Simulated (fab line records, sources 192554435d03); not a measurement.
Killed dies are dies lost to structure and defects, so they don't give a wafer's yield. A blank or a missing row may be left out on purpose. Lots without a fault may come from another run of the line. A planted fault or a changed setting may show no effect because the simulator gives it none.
fab line records | flow n5_finfet
record lots=4 wafers=12 last_day=14
route steps=1938 shown FIN_SAQP@98 BEOL_M4@1111 PASSIVATION@1936
lots that met no fault: from a run of the same line without faults
start_h: hours from the record's first day to the start of the lot's first wafer shown | wait_h: hours since the lot's step before | " the same as in the row above | L1.1+2: a row that stands for several wafers | - no value, or no start given | * or withheld: withheld | < > ~ a bound
route shown NAME@n: a module of which the file shows steps, and the number in the route of the first | usual: mean/standard deviation of fault-free wafers | same: alike in all rows | chamber/n: place in a boat | sites: the reading at each site | _std_site: their standard deviation | _edge_site: outer sites' mean less inner sites' | radius_mm: how far each site lies from the wafer's centre | mask NAME#n: copy n | behind: the tool/chamber that last shaped the wafer | hold: why the lot was held/for how many hours/how that ended | device: the transistor (n, p or np) that didn't switch | end of line: the same wafers' tests at the end of the route | a step without rows: its recipe alone | killed: dies lost to structure and defects at the first sort, not the wafer's yield | map: a wafer's dies, x killed, . not, _ none there
set.NAME: the setting as run; set.NAME@STEP: as run at that earlier step | model.NAME: the simulator's own value behind a step, which no gauge read
lots at some steps of the route; a table a step, a row a wafer
services: from which hour (start_h, from the record's first day; less than 0 if before it) a tool's chamber was out of use, for how many hours, and why
## steps
# step N5_FIN_SAQP_PECVD_47
# recipe material=a-Si target_thk_a=450 temp_c=400 precursor=SiH4/He pressure_torr=3 rf_w=100 time_s=36.3
# step N5_FIN_SAQP_PECVD_48
# recipe material=SiNx target_thk_a=250 temp_c=400 precursor=SiH4/NH3/N2 pressure_torr=1.5 rf_w=300 time_s=22.1
# step N5_FIN_SAQP_PECVD_06
# recipe material=a-Si target_thk_a=600 temp_c=400 precursor=SiH4/He pressure_torr=3 rf_w=100 time_s=48.1
# step N5_FIN_SAQP_HM_DEP_72
# recipe material=SiO2 target_thk_a=120 temp_c=400 precursor=SiH4/N2O pressure_torr=0.75 rf_w=275 time_s=7.2
# step N5_FIN_SAQP_COAT_49
# recipe resist=SOC temp_c=250 time_s=60 spin_rpm=1500 resist_thk_nm=100
# step N5_FIN_SAQP_COAT_50
# recipe resist=SiARC temp_c=220 time_s=60 spin_rpm=1500 resist_thk_nm=35
# step N5_FIN_SAQP_COAT_10
# recipe resist=CAR-ArF spin_rpm=1500 resist_thk_nm=90
# step N5_FIN_SAQP_EBR_12
# recipe solvent=PGMEA ebr_width_mm=1.5
# step N5_FIN_SAQP_SOFTBAKE_11
# recipe temp_c=110 time_s=60 resist=CAR-ArF
# step N5_FIN_SAQP_EXPOSE_13
# recipe mask_id=FIN_CORE na=1.35 source_shape=dipole sigma_inner=0.538 sigma_outer=0.738 polarization=te target_cd_nm=35.6 dose_mj=63.25
# step N5_FIN_SAQP_PEB_14
# recipe peb_temp_c=withheld peb_time_s=60 resist=CAR-ArF
# columns lot.wafer tool chamber start_h wait_h
L284.1+2+3 litho_track-05 0 34.22 0.1
L291.3+4+5 litho_track-05 0 75.61 0.0
L292.3+5+6 litho_track-05 0 81.61 0.0
L293.3+5+6 litho_track-01 0 89.03 0.0
# step N5_FIN_SAQP_DEVELOP_15
# recipe develop_time_s=30 developer=TMAH resist=CAR-ArF dev_temp_c=23 rinse_liquid=diw dry=air_spin
# step N5_FIN_SAQP_CD_MEAS_16
# recipe target_cd_nm=35.6 landing_energy_ev=500 detector=se_inlens
# usual cd_nm=35.6/0.32
# columns lot.wafer tool chamber start_h wait_h cd_nm
L284.1 cd_sem-01 0 34.29 - 35.6
L284.2 " 0 " " 35.4
L284.3 " 0 " " 35.3
L291.3 cd_sem-01 0 75.68 - 41.8
L291.4 " 0 " " 35.5
L291.5 " 0 " " 41.6
L292.3 cd_sem-03 0 81.68 - 41.2
L292.5 " 0 " " 41.6
L292.6 " 0 " " 41.6
L293.3 cd_sem-01 0 89.10 - 35.5
L293.5 " 0 " " 36.0
L293.6 " 0 " " 35.6
# step N5_FIN_SAQP_DESCUM_21
# recipe chemistry=O2 time_s=7.9 source_power_w=50 bias_power_w=20 pressure_mtorr=20 rf_frequency_hz=2.712e+07 temp_c=40 resist=CAR-ArF o2_flow_sccm=225
# step N5_FIN_SAQP_ETCH_51
# recipe chemistry=CF4 target=SiARC target_depth_a=455 mask_material=CAR-ArF time_s=75.8 ion_energy_ev=80 pressure_mtorr=40 source_w=545 bias_w=36 Ar_flow_sccm=100 cf4_flow_sccm=100 ends=cleared
# step N5_FIN_SAQP_ETCH_52
# recipe chemistry=N2/H2 target=SOC target_depth_a=1000 overetch_a=200 mask_material=SiARC temp_c=40 time_s=150 ion_energy_ev=200 pressure_mtorr=30 source_w=840 bias_w=150 n2_flow_sccm=200 h2_flow_sccm=200 ends=end_point
# step N5_FIN_SAQP_STRIP_53
# recipe chemistry=N2/H2 temp_c=40 n2_flow_sccm=200 h2_flow_sccm=200 rf_frequency_hz=6e+07
# step N5_FIN_SAQP_HM_OPEN_73
# recipe chemistry=CHF3/O2 target=SiO2 stop_on=a-Si target_depth_a=120 over_etch_frac=1.8 mask_material=SOC time_s=16.8 pressure_mtorr=30 source_w=650 bias_w=170 Ar_flow_sccm=200 CHF3_flow_sccm=50 O2_flow_sccm=5 ion_energy_ev=200 ends=end_point
# step N5_FIN_SAQP_STRIP_74
# recipe chemistry=CHF3/O2 resist=SiARC rf_frequency_hz=6e+07
# step N5_FIN_SAQP_MANDREL_ETCH_22
# recipe target_depth_a=600 chemistry=HBr/Cl2 target=a-Si stop_on=SiNx bt_time_s=10 over_etch_frac=0.5 time_s=30 pressure_mtorr=10 icp_w=800 bias_w=75 HBr_flow_sccm=150 Cl2_flow_sccm=80 ends=end_point
# step N5_FIN_SAQP_STRIP_55
# recipe chemistry=N2/H2 power_w=500 temp_c=40 pressure_mtorr=50 rf_frequency_hz=6e+07 overash_fraction=0.3 bias_power_w=28 h2_frac=0.5 n2_flow_sccm=300 h2_flow_sccm=300
# step N5_FIN_SAQP_STRIP_23
# recipe chemistry=SPM time_s=750 temp_c=130 h2so4_h2o2_vol_ratio=4
# step N5_FIN_SAQP_SRD_66
# recipe dry=ipa_marangoni time_s=30 temp_c=23 rinse_liquid=diw
# step N5_FIN_SAQP_RECESS_75
# recipe chemistry=HF/NH3 target=SiO2 target_depth_a=144 afs_cycles=3 temp_c=30 sublimation_temp_c=180 sublimation_time_s=60
# step N5_FIN_SAQP_SPACER1_ALD_24
# recipe material=SiO2 target_thk_a=203 temp_c=300 ald_precursor_family=BDEAS ald_co_reactant=O2-plasma pulse_time_s=1 purge_time_s=2 co_reactant_purge_time_s=2 ald_cycles=218 pressure_torr=2
# step N5_FIN_SAQP_SPACER1_ETCHBACK_25
# recipe chemistry=CHF3/O2 mode=anisotropic_etchback target=SiO2 target_depth_a=244 time_s=12.2 pressure_mtorr=30 source_w=650 bias_w=170 Ar_flow_sccm=200 CHF3_flow_sccm=50 O2_flow_sccm=5 ion_energy_ev=200
# step N5_FIN_SAQP_MANDREL1_REMOVE_56
# recipe chemistry=HBr/Cl2/O2 bt_time_s=10 target=a-Si stop_on=SiNx endpoint=OES-SiCl over_etch_frac=1 icp_w=600 bias_w=22 HBr_flow_sccm=150 Cl2_flow_sccm=80 O2_flow_sccm=5 pressure_mtorr=10
# step N5_FIN_SAQP_ETCH_57
# recipe chemistry=CH3F/O2 target=SiNx mask_material=SiO2 target_depth_a=325 time_s=46.4 pressure_mtorr=30 source_w=395 bias_w=73 Ar_flow_sccm=150 CH3F_flow_sccm=30 O2_flow_sccm=20 ion_energy_ev=120 ends=cleared
# step N5_FIN_SAQP_ETCH_65
# recipe chemistry=CF4 target=SiO2 target_depth_a=40 ion_energy_ev=350 time_s=4.4 pressure_mtorr=10 icp_w=800 bias_w=400 cf4_flow_sccm=80
# step N5_FIN_SAQP_MANDREL_ETCH_58
# recipe chemistry=HBr/Cl2 target=a-Si target_depth_a=450 bt_time_s=10 stop_on=SiNx mask_material=SiO2 over_etch_frac=0.8 time_s=27 pressure_mtorr=10 icp_w=800 bias_w=75 HBr_flow_sccm=150 Cl2_flow_sccm=80 ends=end_point
# step N5_FIN_SAQP_RECESS_63
# recipe chemistry=HF/NH3 target=SiO2 target_depth_a=180 afs_cycles=3 temp_c=30 sublimation_temp_c=180 sublimation_time_s=60
# step N5_FIN_SAQP_COAT_68
# recipe resist=SOC temp_c=250 time_s=60 spin_rpm=1500 resist_thk_nm=100
# step N5_FIN_SAQP_ETCH_69
# recipe chemistry=N2/H2 target=SOC target_depth_a=1500 stop_on=SiNx ion_energy_ev=100 bias_w=61 pressure_mtorr=30 source_w=850 n2_flow_sccm=200 h2_flow_sccm=200
# step N5_FIN_SAQP_ETCH_67
# recipe chemistry=CH3F/O2 target=SiNx target_depth_a=300 mask_material=SOC pressure_mtorr=30 source_w=395 bias_w=73 Ar_flow_sccm=150 CH3F_flow_sccm=30 O2_flow_sccm=20 ion_energy_ev=120
# step N5_FIN_SAQP_STRIP_70
# recipe chemistry=N2/H2 power_w=500 temp_c=40 pressure_mtorr=50 rf_frequency_hz=6e+07 overash_fraction=0.3 bias_power_w=28 h2_frac=0.5 n2_flow_sccm=300 h2_flow_sccm=300
# step N5_FIN_SAQP_RECESS_71
# recipe chemistry=HF/NH3 target=SiO2 target_depth_a=30 afs_cycles=1 temp_c=30 sublimation_temp_c=180 sublimation_time_s=60
# step N5_FIN_SAQP_SPACER2_ALD_28
# recipe material=SiO2 target_thk_a=81 temp_c=300 ald_precursor_family=BDEAS ald_co_reactant=O2-plasma pulse_time_s=1 purge_time_s=2 co_reactant_purge_time_s=2 pressure_torr=2
# step N5_BEOL_M4_RC_MEAS_101
# usual DIBL_N=36.4/1.5 DIBL_P=36.4/1.6 IOFF_N=0.164/0.025 IOFF_P=0.214/0.028 ION_N=675/9.9 ION_P=463/6.5 SS_N=71.5/0.5 SS_P=73.3/0.56 VT_N=249.2/2.7 VT_P=-250.1/2.8
# columns lot.wafer tool chamber start_h wait_h DIBL_N[mV/V] DIBL_P[mV/V] IOFF_N[nA/um] IOFF_P[nA/um] ION_N[uA/um] ION_P[uA/um] SS_N[mV/dec] SS_P[mV/dec] VT_N[mV] VT_P[mV]
L284.1 prober-02 0 179.97 0.0 35.0 35.7 0.154 0.199 675 463 71.0 73.1 251.4 -251.7
L284.2 " 0 " " 35.9 37.1 0.160 0.214 688 469 72.0 73.8 248.7 -252.6
L284.3 " 0 " " 37.1 38.7 0.195 0.251 693 474 72.9 73.8 248.7 -251.0
L291.3 prober-01 0 217.04 0.7 39.7 37.6 0.209 0.271 684 466 71.9 73.5 245.3 -248.5
L291.4 " 0 " " 38.3 35.7 0.169 0.232 668 461 71.8 73.3 249.4 -246.0
L291.5 " 0 " " 38.1 35.4 0.169 0.235 669 465 72.3 73.1 248.2 -247.4
L292.3 prober-01 0 219.35 0.3 35.4 34.2 0.152 0.212 679 465 70.9 71.7 248.8 -251.6
L292.5 " 0 " " 36.4 35.0 0.157 0.233 678 466 70.7 72.6 248.4 -246.0
L292.6 " 0 " " 37.0 35.8 0.178 0.234 669 460 71.8 73.2 246.1 -248.0
L293.3 prober-01 0 234.86 0.3 34.8 34.8 0.153 0.226 673 463 71.3 72.4 249.2 -247.0
L293.5 " 0 " " 37.3 37.1 0.208 0.282 698 485 72.0 73.0 243.0 -245.0
L293.6 " 0 " " 35.2 35.3 0.155 0.229 670 466 71.4 72.8 251.8 -248.4
# step N5_PASSIVATION_PROBE_49
# usual defect_limited_yield=91.1/1.4 killed_at_M0_to_M3=35/8.7 killed_at_M4_up=14/5.3 killed_at_contacts=12/6.2 killed_at_front_end=41/12 killed_at_other=3.4/2.6 killed_dies=105/16 killed_open=67/13 killed_short=36/7.3 sort_bin_5_function=5.2/0.96 sort_bin_6_memory=3.3/0.6 sort_n_pass=1075/16 sort_yield_pct=91.1/1.4
# same gross_dies=1180 killed_at_back_side=0 sort_bin_4_leakage[%]=0 sort_bin_8_speed[%]=0
# columns lot.wafer tool chamber start_h wait_h defect_limited_yield[%] killed_at_M0_to_M3 killed_at_M4_up killed_at_contacts killed_at_front_end killed_at_other killed_dies killed_open killed_short sort_bin_5_function[%] sort_bin_6_memory[%] sort_n_pass sort_yield_pct[%]
L284.1 prober-01 - 283.93 0.0 91.9 44 17 2 32 1 96 64 30 5.0 3.0 1084 91.9
L284.2 prober-01 - 283.98 0.1 92.5 41 14 4 24 5 88 56 31 4.4 2.5 1092 92.5
L284.3 prober-01 - 284.03 0.1 91.4 39 20 1 38 4 102 66 35 4.9 3.2 1078 91.4
L291.3 prober-02 - 318.02 0.1 54.3 41 23 15 457 3 539 79 40 6.2 3.9 641 54.3
L291.4 prober-02 - 318.07 0.2 91.5 43 12 8 37 0 100 65 34 5.0 3.2 1080 91.5
L291.5 prober-02 - 318.12 0.2 65.5 29 20 9 346 3 407 69 28 4.7 3.3 773 65.5
L292.3 prober-02 - 321.52 0.1 71.1 17 18 14 292 0 341 63 29 5.1 2.4 839 71.1
L292.5 prober-02 - 321.62 0.2 65.6 24 10 16 356 0 406 74 25 5.4 3.1 774 65.6
L292.6 prober-02 - 321.67 0.3 67.4 40 18 21 302 4 385 86 29 5.3 4.2 795 67.4
L293.3 prober-01 - 336.20 0.1 90.8 48 8 11 38 3 108 58 49 5.3 3.3 1072 90.8
L293.5 prober-01 - 336.30 0.2 90.6 31 13 13 49 5 111 67 37 5.2 3.8 1069 90.6
L293.6 prober-01 - 336.35 0.3 92.4 37 11 7 34 1 90 66 22 4.3 3.0 1090 92.4
# killed by level:class
L284.1 BEOL_M0_SAQP:geometric_particle:short=15 BEOL_M0_SAQP:geometric_particle:open=14 BEOL_M5:geometric_particle:open=6 STI_FIN_REVEAL:geometric_particle:open=6 FIN_SAQP:geometric_particle:open=5 DUMMY_GATE:geometric_particle:open=5 BEOL_M2:geometric_particle:open=4 BEOL_M3:geometric_particle:open=4
L284.2 BEOL_M0_SAQP:geometric_particle:open=14 BEOL_M0_SAQP:geometric_particle:short=14 STI_FIN_REVEAL:geometric_particle:open=5 BEOL_M5:geometric_particle:open=5 DUMMY_GATE:geometric_particle:open=4 BEOL_M1:geometric_particle:open=4 FIN_SAQP:geometric_particle:open=3 STI_FIN_REVEAL:geometric_particle:short=3
L284.3 STI_FIN_REVEAL:geometric_particle:open=11 BEOL_M0_SAQP:geometric_particle:open=8 BEOL_M1:geometric_particle:open=7 GATE_CUT:geometric_particle:short=6 BEOL_M3:geometric_particle:short=6 BEOL_M4:geometric_particle:open=6 FIN_SAQP:geometric_particle:open=5 FIN_SAQP:geometric_particle:short=5
L291.3 FIN_SAQP:area_peb=419 BEOL_M3:geometric_particle:open=12 BEOL_M4:geometric_particle:open=11 MOL_CONTACT_COAG:geometric_particle:open=10 BEOL_M2:geometric_particle:open=7 FIN_SAQP:geometric_particle:short=6 GATE_CUT:geometric_particle:short=6 GATE_CUT:geometric_particle:open=6
L291.4 BEOL_M0_SAQP:geometric_particle:short=13 BEOL_M0_SAQP:geometric_particle:open=10 BEOL_M3:geometric_particle:open=9 MOL_CONTACT_COAG:geometric_particle:open=8 GATE_CUT:geometric_particle:short=6 GATE_CUT:geometric_particle:open=6 BEOL_M1:geometric_particle:open=6 FIN_SAQP:geometric_particle:short=5
L291.5 FIN_SAQP:area_peb=308 FIN_SAQP:geometric_particle:open=10 STI_FIN_REVEAL:geometric_particle:open=10 BEOL_M2:geometric_particle:open=8 MOL_CONTACT_COAG:geometric_particle:open=7 BEOL_M4:geometric_particle:open=7 FIN_SAQP:geometric_particle:short=5 BEOL_M5:geometric_particle:open=5
L292.3 FIN_SAQP:area_peb=249 FIN_SAQP:geometric_particle:short=10 MOL_CONTACT_COAG:geometric_particle:open=10 BEOL_M5:geometric_particle:open=10 STI_FIN_REVEAL:geometric_particle:open=9 FIN_SAQP:geometric_particle:open=7 BEOL_M0_SAQP:geometric_particle:open=6 GATE_CUT:geometric_particle:open=4
L292.5 FIN_SAQP:area_peb=306 STI_FIN_REVEAL:geometric_particle:open=23 MOL_CONTACT_COAG:geometric_particle:open=13 BEOL_M1:geometric_particle:open=9 BEOL_M0_SAQP:geometric_particle:open=7 FIN_SAQP:geometric_particle:short=6 BEOL_M4:geometric_particle:open=5 STI_FIN_REVEAL:geometric_particle:short=4
L292.6 FIN_SAQP:area_peb=270 MOL_CONTACT_COAG:geometric_particle:open=21 STI_FIN_REVEAL:geometric_particle:open=11 BEOL_M1:geometric_particle:open=10 BEOL_M0_SAQP:geometric_particle:open=10 BEOL_M0_SAQP:geometric_particle:short=8 BEOL_M3:geometric_particle:open=7 FIN_SAQP:geometric_particle:short=5
L293.3 BEOL_M0_SAQP:geometric_particle:short=17 BEOL_M0_SAQP:geometric_particle:open=13 FIN_SAQP:geometric_particle:open=9 STI_FIN_REVEAL:geometric_particle:open=8 BEOL_M1:geometric_particle:open=8 GATE_CUT:geometric_particle:short=7 MOL_CONTACT_COAG:geometric_particle:open=7 FIN_SAQP:geometric_particle:short=6
L293.5 STI_FIN_REVEAL:geometric_particle:open=15 MOL_CONTACT_COAG:geometric_particle:open=10 DUMMY_GATE:geometric_particle:open=6 BEOL_M0:geometric_particle:open=6 BEOL_M4:geometric_particle:open=5 STI_FIN_REVEAL:geometric_particle:short=4 BEOL_M0:geometric_particle:short=4 BEOL_M0_SAQP:geometric_particle:open=4
L293.6 STI_FIN_REVEAL:geometric_particle:open=9 BEOL_M2:geometric_particle:open=7 BEOL_M3:geometric_particle:open=7 DUMMY_GATE:geometric_particle:open=6 MOL_CONTACT_COAG:geometric_particle:open=6 BEOL_M0_SAQP:geometric_particle:open=6 BEOL_M0_SAQP:geometric_particle:short=5 BEOL_M4:geometric_particle:open=5
# map L291.3 (x killed, . not)
_________________x......xxx.x________________
______________..xxx..........x.._____________
___________..x..x..x..xx.xxx.x.....__________
__________....x......x..x.xx.xx.xx.x_________
________.x..x....xxx....x.x.x..xxx.xx._______
_______.......x.xxxxxxxx.x..x..x..xx..x______
______x.....x..x.xx.x...x..xxx.x.xxxxxx._____
_____.x......xx..x..x..xxxxxx.x.x.xx.x.x.____
____..........x....xxxx.xx.x.xxxx.xxxxxxx.___
___..........xx.x.xxxxxxxxx.xxxxxx...xxx.xx__
___x..........x..x.x..xxxxx.xx.xxxxxx...xxx__
__.x....xx....x.x.xx.xx.xx.x...xxxxxxxxx.x.._
__......x.....x.xxxxxxxxxx.xxxx.xx.xxxxxx.xx_
_...........x....x...xxxx.xxxxxxxxx.xxxxx..x.
_.......x.xxxx.xx.x.x.xxxxxxxxxxxxxxxxxxx.x..
_..xx...xxx.x.xxx.xxxxxxxxxxxxxxxxxxxxx.xx..x
_......x....xxxxxxxxxx.x.xxxxxxxxxxxxxx..xx..
_.x....xx.xxx...xx.xxxxxx.xxxxxxxxxxxxxxx..x.
_.x.......x..x.xxxxx.xxxxx.xx.xxxxxx.xx.x....
_.....x...x......xxx.xxxxxx.x.x.xxxx.x.xx....
_xx......x..x.xx.x.x.xxxxxxxxxxxxxxxxxx.xx.xx
__...xx.......x..x.xx.xxx...xxxxxx.x.x.x..x._
__............xx.xx.xxxxxxxx..xx..x......x.x_
___........x.x.xx.xxx.xx.xxx.xx.x.x.x......__
___............x.xx.x.x...xx..x.xx.x.......__
____............x.x.x....x..x.....x.x.....___
_____...xx.....x..x..xxx.xxxx.xxxxxx.x...____
______..x.......xxx.xxx.x..x...xxx.x.xx._____
_______......x.......x.xxx..x.xxx..x...______
________......x.........x...........x._______
__________.............x............_________
___________.......x.x......x....x..__________
______________.......x.........._____________
_________________....x.......________________
# map L292.5 (x killed, . not)
_________________......x.....________________
______________..............x..._____________
___________..........x...x...x..x..__________
__________..xx.x..x....xxxx.....xx.._________
________x.......x.x.x..x.x..xx....xxx._______
_______...x.x....x..xxx.x..xxx.x...xx..______
______.....x......x..x...x...x.xx..xxx.._____
_____............x.x.xx.xxx.x.x.x.x......____
____.......x.....x.xxx.xx.xx.xx...xx.xx...___
___......x.....xxxxx.xxxxxxx.xxxxxxx.....x.__
___....x...x...xx.xx..xx.xxxxx.xxx.x...x...__
__......x...x...xxx.x.xx.xxxxxxx.x..xx....xx_
__......x.xxx.xx..xxxxx..xx.x.xxxxx..x.....x_
_.......xx......xxxxxxxx.xxxxxxx.xxxx...xx...
_.........x.xx.xx.xx.x.xx.xxxxx.x.x.xxx......
_......x.......xxxx.x.xxxx.xxx.x..xxxxx.x....
_.....x..xxx.x..xx.xxxxx.xxxxxxx...x...xx....
_................xx.x.xxx..x.xxx..xxxxx....x.
_............xxx.xx.xxxx...xx.xx.xxxx..x..x..
_x......x.......xx.xxxxxx.xx..xx..xx...x.x...
_............x...x..x..xxx...xx..xxx...x.....
__......x..x.x...x..xx...x.xxxx.xxx.xx...xx._
__......x.xx.x.x...xxx.x.xx..x.x..x.xx...x.x_
___.x.xx.......x.x.....x..x.xx.xxxxxxx.x..x__
___..x......x......xx.xx..x..x..xx....x....__
____......x...xx........x..x...xx.....x...___
_____...x..xxx.......x.xx...x....x..x....____
______.......x.............x.......x...x_____
_______...........x.x......x.......x...______
________...................x.........._______
__________..x.....................x._________
___________..................x.....__________
______________.x....x....x..x..._____________
_________________..x.........________________
## services
# columns tool chamber start_h hours kind
litho_track-01 - 39.62 - consumable_replace:filter
## key
first_sign step=N5_FIN_SAQP_CD_MEAS_16 reading=cd_nm direction=up sigmas=19 usual=35.6 struck=41.6
effect step=N5_PASSIVATION_PROBE_49 reading=killed_at_front_end direction=up sigmas=26 usual=41 struck=351
more_kills_born_at N5_FIN_SAQP_PEB_14@litho_track-05=1552
met_at N5_FIN_SAQP_PEB_14
struck_wafers L291.3,L291.5,L292.3,L292.5,L292.6
onset_between 34.22 75.61
fault kind=process_parameter_drift tool=litho_track-05 chamber=- onset_h=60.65 steps=N5_FIN_SAQP_PEB_14 channel=peb_time_s offset=* shape=step end_h=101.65 scope=struck_wafers_only acts_in=* stated=*
